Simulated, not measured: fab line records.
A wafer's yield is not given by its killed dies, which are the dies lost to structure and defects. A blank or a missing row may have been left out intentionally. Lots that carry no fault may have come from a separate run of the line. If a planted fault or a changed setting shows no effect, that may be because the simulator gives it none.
fab line records	flow n5-finfet	part 1 of 2: steps 1 to 14 of 24
record lots=5	wafers=15	last-day=18
route steps=1938 shown BEOL_M1@787
lots with no fault: from the same line, run without faults
start-h: the number of hours between the record's first day and the start of the first shown wafer of the lot	wait-h: hours elapsed since this lot's preceding step	" as in the row above	L1.1+2: a single row standing in for several wafers	- either no value or no given start	* or withheld: withheld	< > ~ a bound
route shown NAME@n: NAME is a module with steps in the file, n the number in the route of the first one	usual: the fault-free wafers' mean and standard deviation	same: alike in all rows	chamber/n: place in a boat	sites: each site's reading	_std_site: how widely they spread, as a standard deviation	_edge_site: inner sites' mean taken away from outer sites' mean	radius-mm: for every site, how far away it sits from the centre of the wafer	mask NAME#n: copy n	behind: the last tool/chamber to shape the wafer	hold: reason for holding the lot/hours on hold/outcome of the hold	device: names the non-switching transistor (n, p or np)	end of line: tests of these same wafers at the route's end	a step given without rows: its recipe and nothing more	killed: count of dies lost to structure and defects at first sort (not the wafer's yield)	map: per-die view of a wafer (x killed, . not killed, _ where there is no die)
set.NAME: the setting as run; set.NAME@STEP: as run at that earlier step	model.NAME: the simulator's own value behind a step, which no gauge read
lots at selected steps of the route; one table per step, one row per wafer
services: a tool's chamber out of use, with start hour (start-h, from the record's first day; less than 0 if before it), hours out, and reason
## steps
# step N5_BEOL_M1_OVL_MEAS_29
# recipe points-per-wafer=522
# usual V0_OVL=0.2/0.69
lot.wafer	tool	chamber	start-h	wait-h	V0_OVL[nm]
L079.1	overlay-02	0	158.37	0.0	0.7
L079.2	"	0	"	"	1.0
L079.3	"	0	"	"	0.2
L085.2	overlay-01	0	191.28	0.0	-0.8
L085.3	"	0	"	"	-0.8
L085.6	"	0	"	"	-1.0
L089.1	overlay-01	0	214.77	0.0	-1.3
L089.3	"	0	"	"	0.3
L089.6	"	0	"	"	-0.4
L092.1	overlay-01	0	233.43	0.0	0.7
L092.3	"	0	"	"	1.3
L092.5	"	0	"	"	0.3
L097.1	overlay-02	0	265.50	0.0	0.4
L097.3	"	0	"	"	0.3
L097.5	"	0	"	"	0.8
# step N5_BEOL_M1_INSPECT_30
# recipe mode=adi	inspect-instrument=brightfield
# usual raw-defect-count=398/95
lot.wafer	tool	chamber	start-h	wait-h	raw-defect-count
L079.1	defect-inspect-01	-	158.43	0.1	572
L079.2	"	-	"	"	503
L079.3	"	-	"	"	535
L085.2	defect-inspect-01	-	191.33	0.0	416
L085.3	"	-	"	"	443
L085.6	"	-	"	"	381
L089.1	defect-inspect-02	-	214.83	0.1	776
L089.3	"	-	"	"	458
L089.6	"	-	"	"	440
L092.1	defect-inspect-02	-	233.49	0.1	405
L092.3	"	-	"	"	351
L092.5	"	-	"	"	602
L097.1	defect-inspect-02	-	265.56	0.1	422
L097.3	"	-	"	"	317
L097.5	"	-	"	"	467
# step N5_BEOL_M1_DESCUM_33
# recipe chemistry=O2	time-s=7	source-power-w=50	bias-power-w=20	pressure-mtorr=20	rf-frequency-hz=2.712e+07	temp-c=40	resist=CAR-EUV	o2-flow-sccm=225
# usual drypump-motor-current-A=5.8/0.45	o2-flow-sccm=224.8/0.7	oes-product-au=0.78/0.088	rf-vpp-V=243.1/1.5	showerhead-plenum-p-Torr=2.09/0.089	temp-c=40.00/0.11	throttle-valve-pct=20.4/0.34
lot.wafer	tool	chamber	start-h	wait-h	drypump-motor-current-A	o2-flow-sccm	oes-product-au	rf-hours-counter-h	rf-vpp-V	showerhead-plenum-p-Torr	temp-c	throttle-valve-pct
L079.1	rie-diel-01	2	158.86	0.4	5.4	226.1	0.74	205	242.2	1.96	39.86	20.2
L079.2	"	1	"	"	5.5	225.4	0.73	179	243.9	2.20	39.95	20.8
L079.3	"	3	"	"	6.0	225.0	0.67	225	240.7	1.99	39.98	20.4
L085.2	rie-diel-02	1	191.40	0.1	5.8	226.4	0.88	30	244.7	2.23	39.96	20.0
L085.3	"	0	"	"	5.8	224.0	0.72	189	246.3	2.18	39.83	20.5
L085.6	"	3	"	"	6.2	225.6	0.71	-	240.5	1.99	39.90	20.7
L089.1	rie-diel-01	0	214.87	0.0	5.7	224.4	0.87	39	243.9	2.11	39.96	19.7
L089.3	"	2	"	"	5.5	224.7	0.73	222	242.1	1.95	40.05	20.2
L089.6	"	1	"	"	5.5	224.8	0.73	-	245.6	2.19	39.93	20.9
L092.1	rie-diel-01	0	233.55	0.1	5.7	224.5	0.85	47	244.5	2.11	40.11	19.7
L092.3	"	3	"	"	6.0	224.3	0.65	239	241.7	1.98	40.04	20.4
L092.5	"	3	"	"	6.0	225.2	0.65	-	241.3	1.98	40.01	20.4
L097.1	rie-diel-02	0	265.59	0.0	5.8	223.3	0.70	214	245.4	2.17	40.00	20.6
L097.3	"	2	"	"	5.1	224.6	0.79	105	241.9	2.10	39.80	20.5
L097.5	"	3	"	"	6.2	224.8	0.69	-	240.8	1.98	40.11	20.7
# step N5_BEOL_M1_ETCH_77
# recipe chemistry=N2/H2	target=underlayer	target-depth-a=65	mask-material=CAR-EUV	time-s=5.2	ion-energy-ev=200	pressure-mtorr=30	source-w=840	bias-w=150	n2-flow-sccm=200	h2-flow-sccm=200	ends=cleared
# usual drypump-motor-current-A=5.9/0.45	etch-rf-on-time-s=5.37/0.16	oes-product-au=0.65/0.077	rf-vpp-V=523.5/2.9	showerhead-plenum-p-Torr=2.53/0.1	throttle-valve-pct=17.82/0.29
lot.wafer	tool	chamber	start-h	wait-h	drypump-motor-current-A	etch-rf-on-time-s	oes-product-au	rf-hours-counter-h	rf-vpp-V	showerhead-plenum-p-Torr	throttle-valve-pct
L079.1	rie-diel-01	2	158.90	0.0	5.5	5.21	0.63	205	519.1	2.40	17.80
L079.2	"	1	"	"	5.5	5.32	0.61	179	526.0	2.64	18.05
L079.3	"	3	"	"	6.1	5.58	0.57	225	521.7	2.42	17.85
L085.2	rie-diel-02	1	191.44	0.0	5.8	5.28	0.76	30	527.0	2.71	17.43
L085.3	"	0	"	"	5.8	5.60	0.58	189	525.9	2.63	17.87
L085.6	"	3	"	"	6.2	5.11	0.61	-	519.5	2.42	18.14
L089.1	rie-diel-01	0	214.90	0.0	5.6	5.19	0.76	39	525.9	2.59	17.29
L089.3	"	2	"	"	5.4	5.22	0.60	222	521.8	2.40	17.88
L089.6	"	1	"	"	5.5	5.32	0.61	-	525.7	2.63	18.06
L092.1	rie-diel-01	0	233.58	0.0	5.7	5.23	0.74	47	526.4	2.59	17.32
L092.3	"	3	"	"	6.1	5.70	0.55	239	518.1	2.41	17.86
L092.5	"	3	"	"	6.0	5.63	0.55	-	520.7	2.41	17.90
L097.1	rie-diel-02	0	265.63	0.0	5.8	5.62	0.56	214	525.1	2.62	17.92
L097.3	"	2	"	"	5.1	5.52	0.64	105	523.3	2.54	17.78
L097.5	"	3	"	"	6.2	5.28	0.59	-	519.5	2.41	18.18
# step N5_BEOL_M1_ETCH_69
# recipe chemistry=CF4	target=SiARC	target-depth-a=156	mask-material=CAR-EUV	time-s=26	ion-energy-ev=80	pressure-mtorr=40	source-w=545	bias-w=36	Ar_flow_sccm=100	cf4-flow-sccm=100	ends=cleared
# usual drypump-motor-current-A=5.8/0.45	etch-rf-on-time-s=26.8/0.73	oes-product-au=0.65/0.076	rf-vpp-V=183.9/1.3	showerhead-plenum-p-Torr=2.13/0.075	throttle-valve-pct=15.55/0.28
lot.wafer	tool	chamber	start-h	wait-h	drypump-motor-current-A	etch-rf-on-time-s	oes-product-au	rf-hours-counter-h	rf-vpp-V	showerhead-plenum-p-Torr	throttle-valve-pct
L079.1	rie-diel-01	2	158.91	0.0	5.5	26.2	0.62	205	182.9	2.05	15.63
L079.2	"	1	"	"	5.5	26.2	0.63	179	184.3	2.21	15.77
L079.3	"	3	"	"	6.0	27.5	0.56	225	182.2	2.03	15.65
L085.2	rie-diel-02	1	191.45	0.0	5.8	27.3	0.75	30	184.5	2.26	15.11
L085.3	"	0	"	"	5.8	28.0	0.58	189	184.9	2.19	15.55
L085.6	"	3	"	"	6.2	25.8	0.60	-	183.6	2.04	15.86
L089.1	rie-diel-01	0	214.92	0.0	5.6	26.2	0.75	39	185.0	2.17	15.07
L089.3	"	2	"	"	5.4	26.1	0.61	222	182.6	2.04	15.65
L089.6	"	1	"	"	5.5	26.3	0.61	-	185.5	2.21	15.81
L092.1	rie-diel-01	0	233.60	0.0	5.6	26.3	0.73	47	184.5	2.17	15.07
L092.3	"	3	"	"	6.0	28.1	0.55	239	182.0	2.02	15.66
L092.5	"	3	"	"	6.0	28.0	0.55	-	184.0	2.02	15.66
L097.1	rie-diel-02	0	265.64	0.0	5.8	27.9	0.56	214	184.5	2.18	15.61
L097.3	"	2	"	"	5.1	27.0	0.65	105	184.1	2.15	15.63
L097.5	"	3	"	"	6.2	25.8	0.59	-	182.3	2.03	15.93
# step N5_BEOL_M1_ALD_98
# recipe material=SiO2	target-thk-a=25	temp-c=100	ald-precursor-family=BDEAS	ald-co-reactant=O2-plasma	pulse-time-s=1	co-reactant-pulse-time-s=1	purge-time-s=2	co-reactant-purge-time-s=2	ald-cycles=17	pressure-torr=2
# usual heater-power-w=80/8.3	precursor-pulse-height-rel=0.998/0.018
lot.wafer	tool	chamber	start-h	wait-h	heater-power-w	precursor-pulse-height-rel
L079.1	ald-sin-04	0	159.00	0.1	72	0.996
L079.2	"	3	"	"	87	0.971
L079.3	"	1	"	"	93	0.997
L085.2	ald-sin-04	0	192.05	0.6	72	1.024
L085.3	"	3	"	"	85	0.991
L085.6	"	0	"	"	70	1.009
L089.1	ald-sin-03	1	215.00	0.1	86	0.961
L089.3	"	3	"	"	63	0.990
L089.6	"	0	"	"	74	0.992
L092.1	ald-sin-01	1	233.68	0.1	83	0.999
L092.3	"	0	"	"	90	1.029
L092.5	"	2	"	"	76	0.981
L097.1	ald-sin-04	3	265.72	0.1	85	0.980
L097.3	"	1	"	"	94	0.979
L097.5	"	2	"	"	72	0.995
# step N5_BEOL_M1_ETCHBACK_99
# recipe chemistry=CHF3	target=SiO2	target-depth-a=50	time-s=10.4	source-w=215	bias-w=47	Ar_flow_sccm=200	CHF3_flow_sccm=12	ion-energy-ev=100	pressure-mtorr=30
# usual CHF3_flow_sccm=12.00/0.036	drypump-motor-current-A=5.8/0.42	oes-product-au=0.77/0.088	rf-vpp-V=242/5.7	showerhead-plenum-p-Torr=2.15/0.083	throttle-valve-pct=17.02/0.27
lot.wafer	tool	chamber	start-h	wait-h	CHF3_flow_sccm	drypump-motor-current-A	oes-product-au	rf-hours-counter-h	rf-vpp-V	showerhead-plenum-p-Torr	throttle-valve-pct
L079.1	rie-diel-01	2	162.42	3.4	12.03	5.4	0.72	206	249	2.05	17.07
L079.2	"	3	"	"	12.01	6.0	0.67	227	242	2.02	16.98
L079.3	"	1	"	"	12.05	5.5	0.73	180	236	2.22	17.22
L085.2	rie-diel-02	3	194.60	2.5	12.02	6.2	0.70	217	239	2.06	17.39
L085.3	"	1	"	"	12.00	5.7	0.88	31	251	2.29	16.61
L085.6	"	3	"	"	11.99	6.2	0.70	-	238	2.06	17.38
L089.1	rie-diel-01	2	215.69	0.6	12.02	5.4	0.72	222	250	2.04	17.08
L089.3	"	1	"	"	11.97	5.5	0.73	198	237	2.22	17.25
L089.6	"	0	"	"	12.03	5.7	0.87	-	243	2.20	16.61
L092.1	rie-diel-06	2	247.98	14.3	12.01	6.1	0.68	207	250	2.04	17.50
L092.3	"	1	"	"	12.04	6.5	0.86	55	237	2.11	16.87
L092.5	"	2	"	"	11.96	6.1	0.69	-	251	2.04	17.50
L097.1	rie-diel-06	2	272.34	6.6	11.98	6.1	0.69	215	249	2.04	17.52
L097.3	"	1	"	"	12.00	6.5	0.85	63	239	2.11	16.90
L097.5	"	0	"	"	12.06	6.7	0.67	-	234	2.20	17.11
# step N5_BEOL_M1_ETCH_70
# recipe chemistry=N2/H2	target=SOC	target-depth-a=800	overetch-a=160	mask-material=SiARC	temp-c=40	time-s=120	ion-energy-ev=200	pressure-mtorr=30	source-w=840	bias-w=150	n2-flow-sccm=200	h2-flow-sccm=200
# usual drypump-motor-current-A=5.8/0.42	oes-product-au=0.60/0.066	rf-vpp-V=523.6/3	showerhead-plenum-p-Torr=2.54/0.1	temp-c=40.01/0.1	throttle-valve-pct=17.8/0.33
lot.wafer	tool	chamber	start-h	wait-h	drypump-motor-current-A	oes-product-au	rf-hours-counter-h	rf-vpp-V	showerhead-plenum-p-Torr	temp-c	throttle-valve-pct
L079.1	rie-diel-01	2	162.46	0.0	5.5	0.55	206	521.2	2.40	40.15	17.8
L079.2	"	3	"	"	6.0	0.52	227	519.5	2.42	40.08	17.8
L079.3	"	1	"	"	5.5	0.57	180	526.3	2.63	40.17	18.0
L085.2	rie-diel-02	3	194.64	0.0	6.2	0.54	217	519.7	2.42	40.09	18.1
L085.3	"	1	"	"	5.7	0.68	31	527.8	2.71	40.05	17.4
L085.6	"	3	"	"	6.2	0.54	-	521.4	2.42	40.07	18.1
L089.1	rie-diel-01	2	215.72	0.0	5.4	0.55	223	519.5	2.40	39.96	17.8
L089.3	"	1	"	"	5.5	0.56	198	526.3	2.63	39.93	18.1
L089.6	"	0	"	"	5.7	0.67	-	524.5	2.59	40.13	17.2
L092.1	rie-diel-06	2	248.02	0.0	6.1	0.54	207	519.5	2.44	40.16	18.5
L092.3	"	1	"	"	6.5	0.68	55	521.8	2.49	39.95	17.7
L092.5	"	2	"	"	6.1	0.54	-	519.1	2.44	39.99	18.5
L097.1	rie-diel-06	2	272.38	0.0	6.1	0.54	215	519.8	2.43	39.87	18.5
L097.3	"	1	"	"	6.5	0.67	63	521.2	2.48	40.04	17.7
L097.5	"	0	"	"	6.8	0.54	-	527.1	2.62	39.95	17.9
# step N5_BEOL_M1_STRIP_71
# recipe chemistry=N2/H2	temp-c=40	n2-flow-sccm=200	h2-flow-sccm=200	rf-frequency-hz=6e+07
lot.wafer	tool	chamber	start-h	wait-h
L079.1+2+3	rie-diel-01	2,3,1	162.54	0.0
L085.2+3+6	rie-diel-02	3,1,3	194.72	0.0
L089.1+3+6	rie-diel-01	2,1,0	215.80	0.0
L092.1+3+5	rie-diel-06	2,1,2	248.10	0.0
L097.1+3+5	rie-diel-06	2,1,0	272.46	0.0
# step N5_BEOL_M1_STRIP_78
# recipe chemistry=N2/H2	temp-c=40	n2-flow-sccm=200	h2-flow-sccm=200	rf-frequency-hz=6e+07
lot.wafer	tool	chamber	start-h	wait-h
L079.1+2+3	rie-diel-01	2,3,1	162.55	0.0
L085.2+3+6	rie-diel-02	3,1,3	194.73	0.0
L089.1+3+6	rie-diel-01	2,1,0	215.81	0.0
L092.1+3+5	rie-diel-06	2,1,2	248.11	0.0
L097.1+3+5	rie-diel-06	2,1,0	272.47	0.0
# step N5_BEOL_M1_VIA_ETCH_34
# recipe chemistry=C4F6/O2	target-depth-a=678	mask-material=SOC	pressure-mtorr=15	ion-energy-ev=250	taper-deg=4	time-s=64.4	source-w=350	bias-w=170	Ar_flow_sccm=300	C4F6_flow_sccm=10	O2_flow_sccm=10
# usual O2_flow_sccm=10.004/0.029	drypump-motor-current-A=5.8/0.42	oes-product-au=0.77/0.088	rf-vpp-V=670/16	showerhead-plenum-p-Torr=2.84/0.11	throttle-valve-pct=30.7/0.37
lot.wafer	tool	chamber	start-h	wait-h	O2_flow_sccm	drypump-motor-current-A	oes-product-au	rf-hours-counter-h	rf-vpp-V	showerhead-plenum-p-Torr	throttle-valve-pct
L079.1	rie-diel-01	2	162.56	0.0	10.015	5.4	0.72	206	691	2.71	30.9
L079.2	"	3	"	"	10.006	6.0	0.65	227	663	2.68	30.3
L079.3	"	1	"	"	10.002	5.5	0.73	180	657	2.93	31.0
L085.2	rie-diel-02	3	194.74	0.0	10.023	6.2	0.71	217	658	2.72	31.1
L085.3	"	1	"	"	9.988	5.7	0.88	31	692	3.02	30.1
L085.6	"	3	"	"	9.999	6.2	0.71	-	659	2.72	31.1
L089.1	rie-diel-01	2	215.82	0.0	10.000	5.4	0.72	223	690	2.70	30.9
L089.3	"	1	"	"	9.990	5.5	0.72	198	656	2.92	31.0
L089.6	"	0	"	"	10.005	5.7	0.88	-	672	2.90	30.0
L092.1	rie-diel-06	2	248.12	0.0	9.979	6.1	0.69	207	692	2.70	31.0
L092.3	"	1	"	"	9.982	6.5	0.86	55	656	2.79	30.8
L092.5	"	2	"	"	9.960	6.1	0.69	-	691	2.70	31.0
L097.1	rie-diel-06	2	272.48	0.0	10.024	6.1	0.68	215	691	2.70	31.0
L097.3	"	1	"	"	9.994	6.5	0.85	63	657	2.78	30.8
L097.5	"	0	"	"	9.988	6.8	0.67	-	647	2.90	30.7
# step N5_BEOL_M1_STRIP_83
# recipe chemistry=C4F6/O2	resist=SiARC	rf-frequency-hz=6e+07
lot.wafer	tool	chamber	start-h	wait-h
L079.1+2+3	rie-diel-01	2,3,1	162.61	0.0
L085.2+3+6	rie-diel-02	3,1,3	194.79	0.0
L089.1+3+6	rie-diel-01	2,1,0	215.87	0.0
L092.1+3+5	rie-diel-06	2,1,2	248.17	0.0
L097.1+3+5	rie-diel-06	2,1,0	272.53	0.0
# step N5_BEOL_M1_STRIP_36
# recipe chemistry=N2/H2	power-w=450	temp-c=40	pressure-mtorr=20	rf-frequency-hz=6e+07	overash-fraction=0.3	bias-power-w=7	h2-frac=0.5	n2-flow-sccm=200	h2-flow-sccm=200
# usual drypump-motor-current-A=5.8/0.42	oes-product-au=0.78/0.083	rf-vpp-V=59.2/1.4	showerhead-plenum-p-Torr=2.53/0.1	temp-c=40.01/0.11	throttle-valve-pct=23.6/0.39
lot.wafer	tool	chamber	start-h	wait-h	drypump-motor-current-A	oes-product-au	rf-hours-counter-h	rf-vpp-V	showerhead-plenum-p-Torr	temp-c	throttle-valve-pct
L079.1	rie-diel-01	2	162.62	0.0	5.4	0.73	206	57.8	2.40	40.07	23.7
L079.2	"	3	"	"	6.0	0.66	227	57.9	2.41	40.18	23.5
L079.3	"	1	"	"	5.5	0.73	180	59.9	2.63	40.10	23.9
L085.2	rie-diel-02	3	194.80	0.0	6.2	0.72	217	59.9	2.42	40.05	23.9
L085.3	"	1	"	"	5.8	0.86	31	59.9	2.71	40.20	23.2
L085.6	"	3	"	"	6.2	0.71	-	58.5	2.42	40.11	23.9
L089.1	rie-diel-01	2	215.88	0.0	5.4	0.72	223	58.3	2.39	40.07	23.7
L089.3	"	1	"	"	5.5	0.72	198	60.2	2.62	40.09	23.9
L089.6	"	0	"	"	5.7	0.86	-	56.8	2.59	39.97	22.9
L092.1	rie-diel-06	2	248.18	0.0	6.1	0.70	207	60.1	2.43	40.05	24.4
L092.3	"	1	"	"	6.5	0.86	55	62.3	2.48	40.00	23.6
L092.5	"	2	"	"	6.1	0.69	-	57.9	2.43	40.07	24.4
L097.1	rie-diel-06	2	272.54	0.0	6.1	0.69	215	56.6	2.43	40.22	24.4
L097.3	"	1	"	"	6.5	0.85	63	60.6	2.48	39.92	23.6
L097.5	"	0	"	"	6.8	0.68	-	59.9	2.61	40.16	23.7
# step N5_BEOL_M1_TRENCH_ETCH_37
# recipe chemistry=C4F6/O2	target-depth-a=552.07	target=SiOC	time-s=29	ion-energy-ev=250	pressure-mtorr=30	source-w=355	bias-w=185	Ar_flow_sccm=300	C4F6_flow_sccm=10	O2_flow_sccm=10
# usual O2_flow_sccm=10.00/0.034	drypump-motor-current-A=5.8/0.42	oes-product-au=0.77/0.088	rf-vpp-V=670/16	showerhead-plenum-p-Torr=2.84/0.11	throttle-valve-pct=20.80/0.28
lot.wafer	tool	chamber	start-h	wait-h	O2_flow_sccm	drypump-motor-current-A	oes-product-au	rf-hours-counter-h	rf-vpp-V	showerhead-plenum-p-Torr	throttle-valve-pct
L079.1	rie-diel-01	2	-	-	10.02	5.5	0.73	206	690	2.71	20.83
L079.2	"	3	"	"	9.98	6.0	0.66	227	664	2.68	20.68
L079.3	"	1	"	"	10.00	5.5	0.73	180	657	2.94	21.01
L085.2	rie-diel-02	3	-	-	9.99	6.2	0.71	217	659	2.73	21.17
L085.3	"	1	"	"	10.02	5.7	0.88	31	694	3.02	20.40
L085.6	"	3	"	"	9.98	6.2	0.71	-	659	2.73	21.16
L089.1	rie-diel-01	2	-	-	9.98	5.4	0.71	223	691	2.71	20.86
L089.3	"	1	"	"	10.02	5.5	0.71	198	657	2.93	21.02
L089.6	"	0	"	"	9.99	5.6	0.88	-	674	2.91	20.39
L092.1	rie-diel-06	2	-	-	10.03	6.1	0.70	207	693	2.71	21.29
L092.3	"	1	"	"	10.03	6.5	0.87	55	657	2.79	20.71
L092.5	"	2	"	"	9.98	6.1	0.69	-	692	2.71	21.28
L097.1	rie-diel-06	2	-	-	9.99	6.1	0.70	215	692	2.70	21.30
L097.3	"	1	"	"	9.96	6.5	0.86	63	656	2.79	20.73
L097.5	"	0	"	"	10.01	6.8	0.68	-	649	2.90	20.86
